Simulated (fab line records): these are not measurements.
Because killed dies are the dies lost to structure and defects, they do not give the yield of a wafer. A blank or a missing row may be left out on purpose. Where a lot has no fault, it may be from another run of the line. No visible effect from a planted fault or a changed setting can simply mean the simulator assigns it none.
What tool caused it? / flow nand_harc / 13 lots with 39 wafers sampled at 4 steps, on a route of 1302 steps

WHAT EACH GAUGE READ, for each wafer
The record lacks any reading of a measuring or inspecting step that a usual standard deviation could be used to judge.

WHAT TOOL EACH LOT RAN ON (gives the tool, then ch and the chambers of the sampled wafers, and finally the start)
lot=L601; NHARC_A_SLIT_DEP_00=acl_dep-02 ch 0, day 20 18:53; NHARC_A_WL_FILL_RTA_01=rtp_anneal-01 ch 0, day 21 15:56; NHARC_A_WL_FILL_ALD_02=ald_metal-02 ch 0,1, day 21 16:07; NHARC_A_WL_FILL_ETCHBACK_26=rie_si-04 ch 1,3, day 22 08:42
lot=L600; NHARC_A_SLIT_DEP_00=acl_dep-03 ch 0, day 20 20:28; NHARC_A_WL_FILL_RTA_01=rtp_anneal-02 ch 0, day 21 19:05; NHARC_A_WL_FILL_ALD_02=ald_metal-01 ch 0,1, day 21 19:17; NHARC_A_WL_FILL_ETCHBACK_26=rie_si-01 ch 0,3, day 22 11:53
lot=L599; NHARC_A_SLIT_DEP_00=acl_dep-03 ch 0, day 21 00:09; NHARC_A_WL_FILL_RTA_01=rtp_anneal-02 ch 0, day 21 21:31; NHARC_A_WL_FILL_ALD_02=ald_metal-02 ch 0,3, day 21 21:42; NHARC_A_WL_FILL_ETCHBACK_26=rie_si-04 ch 1,3, day 22 11:55
lot=L603; NHARC_A_SLIT_DEP_00=acl_dep-02 ch 0, day 21 03:31; NHARC_A_WL_FILL_RTA_01=rtp_anneal-02 ch 0, day 22 00:51; NHARC_A_WL_FILL_ALD_02=ald_metal-02 ch 1,2, day 22 01:04; NHARC_A_WL_FILL_ETCHBACK_26=rie_si-05 ch 0,2,3, day 22 17:30
lot=L604; NHARC_A_SLIT_DEP_00=acl_dep-03 ch 0, day 22 00:40; NHARC_A_WL_FILL_RTA_01=rtp_anneal-02 ch 0, day 22 18:41; NHARC_A_WL_FILL_ALD_02=ald_metal-04 ch 0,1, day 22 18:56; NHARC_A_WL_FILL_ETCHBACK_26=rie_si-01 ch 1,2,3, day 23 12:41
lot=L602; NHARC_A_SLIT_DEP_00=acl_dep-01 ch 0, day 22 01:17; NHARC_A_WL_FILL_RTA_01=rtp_anneal-01 ch 0, day 22 18:42; NHARC_A_WL_FILL_ALD_02=ald_metal-02 ch 0,2, day 22 18:53; NHARC_A_WL_FILL_ETCHBACK_26=rie_si-05 ch 1,2,3, day 23 12:42
lot=L611; NHARC_A_SLIT_DEP_00=acl_dep-01 ch 0, day 25 08:33; NHARC_A_WL_FILL_RTA_01=rtp_anneal-02 ch 0, day 26 08:11; NHARC_A_WL_FILL_ALD_02=ald_metal-02 ch 0,1,2, day 26 08:24; NHARC_A_WL_FILL_ETCHBACK_26=rie_si-01 ch 0,1,3, day 27 04:59
lot=L615; NHARC_A_SLIT_DEP_00=acl_dep-02 ch 0, day 27 12:11; NHARC_A_WL_FILL_RTA_01=rtp_anneal-01 ch 0, day 28 06:23; NHARC_A_WL_FILL_ALD_02=ald_metal-01 ch 0,1,2, day 28 06:38; NHARC_A_WL_FILL_ETCHBACK_26=rie_si-04 ch 0,1,3, day 28 22:42
lot=L618; NHARC_A_SLIT_DEP_00=acl_dep-01 ch 0, day 27 18:07; NHARC_A_WL_FILL_RTA_01=rtp_anneal-01 ch 0, day 28 11:23; NHARC_A_WL_FILL_ALD_02=ald_metal-01 ch 0,3, day 28 11:34; NHARC_A_WL_FILL_ETCHBACK_26=rie_si-04 ch 0,2, day 29 07:23
lot=L616; NHARC_A_SLIT_DEP_00=acl_dep-03 ch 0, day 27 21:26; NHARC_A_WL_FILL_RTA_01=rtp_anneal-02 ch 0, day 28 16:00; NHARC_A_WL_FILL_ALD_02=ald_metal-01 ch 0,1,2, day 28 16:11; NHARC_A_WL_FILL_ETCHBACK_26=rie_si-05 ch 0,1,3, day 29 07:23
lot=L619; NHARC_A_SLIT_DEP_00=acl_dep-01 ch 0, day 28 15:47; NHARC_A_WL_FILL_RTA_01=rtp_anneal-01 ch 0, day 29 09:58; NHARC_A_WL_FILL_ALD_02=ald_metal-02 ch 1,2,3, day 29 10:20; NHARC_A_WL_FILL_ETCHBACK_26=rie_si-01 ch 0,1,3, day 30 03:16
lot=L620; NHARC_A_SLIT_DEP_00=acl_dep-02 ch 0, day 29 07:47; NHARC_A_WL_FILL_RTA_01=rtp_anneal-01 ch 0, day 30 01:47; NHARC_A_WL_FILL_ALD_02=ald_metal-04 ch 0,1,2, day 30 02:01; NHARC_A_WL_FILL_ETCHBACK_26=rie_si-05 ch 1,2,3, day 30 20:38
lot=L621; NHARC_A_SLIT_DEP_00=acl_dep-03 ch 0, day 29 08:02; NHARC_A_WL_FILL_RTA_01=rtp_anneal-02 ch 0, day 30 01:29; NHARC_A_WL_FILL_ALD_02=ald_metal-02 ch 0,1, day 30 01:40; NHARC_A_WL_FILL_ETCHBACK_26=rie_si-04 ch 1,2, day 31 00:40
- NHARC_A_SLIT_DEP_00: deposits aC, target thk 6200 nm.
- NHARC_A_WL_FILL_RTA_01: time 5 s.
- NHARC_A_WL_FILL_ALD_02: deposits TiN, target thk 2 nm, pulse time 3 s, ald cycles 100.
- NHARC_A_WL_FILL_ETCHBACK_26: etches the open film in HBr, target depth 52 nm, time 13.3 s.

WHAT THE TOOLS THEMSELVES READ (means of the sampled wafers that have a number; where no wafer has one, the mark that the record gives instead)
NHARC_A_SLIT_DEP_00. Usual: throttle_valve_pct at 35.000 %, with a standard deviation of 0.0097.
lot=L601; tool=acl_dep-02; throttle_valve_pct (%)=34.996; flag=
lot=L600; tool=acl_dep-03; throttle_valve_pct (%)=35.008; flag=
lot=L599; tool=acl_dep-03; throttle_valve_pct (%)=34.996; flag=
lot=L603; tool=acl_dep-02; throttle_valve_pct (%)=35.007; flag=
lot=L604; tool=acl_dep-03; throttle_valve_pct (%)=35.003; flag=
lot=L602; tool=acl_dep-01; throttle_valve_pct (%)=34.994; flag=
lot=L611; tool=acl_dep-01; throttle_valve_pct (%)=34.988; flag=
lot=L615; tool=acl_dep-02; throttle_valve_pct (%)=35.003; flag=
lot=L618; tool=acl_dep-01; throttle_valve_pct (%)=35.002; flag=
lot=L616; tool=acl_dep-03; throttle_valve_pct (%)=35.001; flag=
lot=L619; tool=acl_dep-01; throttle_valve_pct (%)=35.000; flag=
lot=L620; tool=acl_dep-02; throttle_valve_pct (%)=34.996; flag=
lot=L621; tool=acl_dep-03; throttle_valve_pct (%)=35.000; flag=

NHARC_A_WL_FILL_RTA_01. Usual: lamp_power_pct 27.5 %, standard deviation 0.51; wafer_temp_C_max 1003.9, standard deviation 0.73.
lot=L601; tool=rtp_anneal-01; lamp_power_pct (%)=27.0; wafer_temp_C_max=1003.9; flag=
lot=L600; tool=rtp_anneal-02; lamp_power_pct (%)=28.1; wafer_temp_C_max=1003.8; flag=
lot=L599; tool=rtp_anneal-02; lamp_power_pct (%)=28.0; wafer_temp_C_max=1002.7; flag=
lot=L603; tool=rtp_anneal-02; lamp_power_pct (%)=28.0; wafer_temp_C_max=1002.9; flag=
lot=L604; tool=rtp_anneal-02; lamp_power_pct (%)=28.0; wafer_temp_C_max=1003.9; flag=
lot=L602; tool=rtp_anneal-01; lamp_power_pct (%)=27.0; wafer_temp_C_max=1004.3; flag=
lot=L611; tool=rtp_anneal-02; lamp_power_pct (%)=28.0; wafer_temp_C_max=1003.6; flag=
lot=L615; tool=rtp_anneal-01; lamp_power_pct (%)=27.0; wafer_temp_C_max=1004.6; flag=
lot=L618; tool=rtp_anneal-01; lamp_power_pct (%)=27.0; wafer_temp_C_max=1003.7; flag=
lot=L616; tool=rtp_anneal-02; lamp_power_pct (%)=28.0; wafer_temp_C_max=1003.9; flag=
lot=L619; tool=rtp_anneal-01; lamp_power_pct (%)=27.0; wafer_temp_C_max=1004.1; flag=
lot=L620; tool=rtp_anneal-01; lamp_power_pct (%)=27.0; wafer_temp_C_max=1003.5; flag=
lot=L621; tool=rtp_anneal-02; lamp_power_pct (%)=28.0; wafer_temp_C_max=1004.4; flag=

NHARC_A_WL_FILL_ALD_02. Usual: heater_power_w 1103 W, standard deviation 97; precursor_pulse_height_rel 0.998, standard deviation 0.021.
lot=L601; tool=ald_metal-02; heater_power_w (W)=1102; precursor_pulse_height_rel=0.980; flag=
lot=L600; tool=ald_metal-01; heater_power_w (W)=1048; precursor_pulse_height_rel=1.007; flag=
lot=L599; tool=ald_metal-02; heater_power_w (W)=1009; precursor_pulse_height_rel=1.003; flag=
lot=L603; tool=ald_metal-02; heater_power_w (W)=1225; precursor_pulse_height_rel=1.011; flag=
lot=L604; tool=ald_metal-04; heater_power_w (W)=1170; precursor_pulse_height_rel=0.988; flag=
lot=L602; tool=ald_metal-02; heater_power_w (W)=1029; precursor_pulse_height_rel=0.987; flag=
lot=L611; tool=ald_metal-02; heater_power_w (W)=1143; precursor_pulse_height_rel=0.977; flag=
lot=L615; tool=ald_metal-01; heater_power_w (W)=1077; precursor_pulse_height_rel=1.013; flag=
lot=L618; tool=ald_metal-01; heater_power_w (W)=1010; precursor_pulse_height_rel=1.001; flag=
lot=L616; tool=ald_metal-01; heater_power_w (W)=1068; precursor_pulse_height_rel=0.997; flag=
lot=L619; tool=ald_metal-02; heater_power_w (W)=1148; precursor_pulse_height_rel=1.007; flag=
lot=L620; tool=ald_metal-04; heater_power_w (W)=1171; precursor_pulse_height_rel=0.989; flag=
lot=L621; tool=ald_metal-02; heater_power_w (W)=1180; precursor_pulse_height_rel=1.001; flag=

NHARC_A_WL_FILL_ETCHBACK_26. Usual: drypump_motor_current_A 5.7 A, standard deviation 0.44; oes_product_au 0.999 a.u., standard deviation 0.012; throttle_valve_pct 23.265 %, standard deviation 0.0098.
lot=L601; tool=rie_si-04; drypump_motor_current_A (A)=5.3; oes_product_au (a.u.)=0.991; throttle_valve_pct (%)=23.264; flag=
lot=L600; tool=rie_si-01; drypump_motor_current_A (A)=5.4; oes_product_au (a.u.)=1.006; throttle_valve_pct (%)=23.274; flag=
lot=L599; tool=rie_si-04; drypump_motor_current_A (A)=5.4; oes_product_au (a.u.)=1.000; throttle_valve_pct (%)=23.250; flag=
lot=L603; tool=rie_si-05; drypump_motor_current_A (A)=6.1; oes_product_au (a.u.)=0.997; throttle_valve_pct (%)=23.256; flag=
lot=L604; tool=rie_si-01; drypump_motor_current_A (A)=5.6; oes_product_au (a.u.)=1.007; throttle_valve_pct (%)=23.271; flag=
lot=L602; tool=rie_si-05; drypump_motor_current_A (A)=6.0; oes_product_au (a.u.)=0.988; throttle_valve_pct (%)=23.266; flag=
lot=L611; tool=rie_si-01; drypump_motor_current_A (A)=5.5; oes_product_au (a.u.)=0.999; throttle_valve_pct (%)=23.262; flag=
lot=L615; tool=rie_si-04; drypump_motor_current_A (A)=5.3; oes_product_au (a.u.)=1.004; throttle_valve_pct (%)=23.269; flag=
lot=L618; tool=rie_si-04; drypump_motor_current_A (A)=5.4; oes_product_au (a.u.)=1.013; throttle_valve_pct (%)=23.270; flag=
lot=L616; tool=rie_si-05; drypump_motor_current_A (A)=6.0; oes_product_au (a.u.)=0.992; throttle_valve_pct (%)=23.263; flag=
lot=L619; tool=rie_si-01; drypump_motor_current_A (A)=5.5; oes_product_au (a.u.)=1.000; throttle_valve_pct (%)=23.268; flag=
lot=L620; tool=rie_si-05; drypump_motor_current_A (A)=6.0; oes_product_au (a.u.)=0.994; throttle_valve_pct (%)=23.260; flag=
lot=L621; tool=rie_si-04; drypump_motor_current_A (A)=5.8; oes_product_au (a.u.)=0.979; throttle_valve_pct (%)=23.267; flag=

THE ANSWER, worked out from the rows above alone
Rule: lot off if the mean of its wafers having a number is beyond 3 standard deviations from the usual mean. A lot without any number at a reading at which 4 lots or more have one is off too. The other lots that the step has rows for count as sound. After the gauges, taken in route order, come the tools' own readings; for these a lot's mean is taken, as printed above. The first step at which some lot is off is used, and at that step the reading that is off furthest; a lot without a number counts as furthest.
Across all readings shown, no lot is off: no conclusion can be drawn from this.

WHAT THE SIMULATOR HAD PUT IN
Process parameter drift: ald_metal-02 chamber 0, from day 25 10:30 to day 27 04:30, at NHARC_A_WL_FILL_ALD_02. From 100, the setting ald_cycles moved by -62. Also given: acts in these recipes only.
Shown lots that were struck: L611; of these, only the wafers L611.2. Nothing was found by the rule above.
